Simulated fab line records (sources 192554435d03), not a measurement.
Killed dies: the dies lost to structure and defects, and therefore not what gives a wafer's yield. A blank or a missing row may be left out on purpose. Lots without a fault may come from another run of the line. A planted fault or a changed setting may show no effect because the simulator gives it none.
What tool caused it? | flow n5 finfet | 12 lots, 36 wafers sampled, at 1 step of a route of 1938

== WHAT EACH GAUGE READ, for each wafer ==
N5_BEOL_M5_THK_MEAS_01.
lot  | measured     | on            | M5_ILD_THK (nm)
L075 | day 8 08:54  | film metro-02 | 120.2 122.3 120.9
L076 | day 8 19:34  | film metro-01 | 120.3 120.8 120.8
L079 | day 9 12:24  | film metro-02 | 118.5 118.0 119.9
L081 | day 10 00:38 | film metro-01 | 119.0 120.8 123.0
L083 | day 10 19:03 | film metro-01 | 118.7 123.1 122.8
L085 | day 11 07:35 | film metro-02 | 118.2 120.2 121.8
L088 | day 11 15:23 | film metro-01 | 120.8 122.1 124.0
L089 | day 11 21:13 | film metro-01 | 119.9 121.6 122.3
L092 | day 12 18:57 | film metro-01 | 122.2 121.2 122.8
L094 | day 13 08:35 | film metro-02 | 120.5 118.9 121.0
L096 | day 13 14:33 | film metro-01 | 121.3 123.1 123.7
L091 | day 14 10:10 | film metro-02 | 119.8 121.1 122.9

== EACH LOT AND THE TOOL THAT RAN IT (in order: tool; ch and the chambers of the sampled wafers; start) ==
Before these readings, the record contains no process step.

== THE ANSWER, worked out from the rows above alone ==
Rule: the lots themselves supply what counts as usual. Put in order of their means at a reading, lots are off if they are a third of the lots or fewer, leave a main group of 4 or more, and stand apart from it by a gap of 3 or more times the standard deviation of the main group's means; of several such gaps the widest counts. A main group whose means are all the same, to the digits that the tables above print for the reading, isn't used. Also off: a lot with no number at a reading for which 4 or more lots have one. All remaining lots with rows at the step are treated as sound.
Nothing can be told from this: no lot is off at any reading shown.

== WHAT THE SIMULATOR HAD PUT IN ==
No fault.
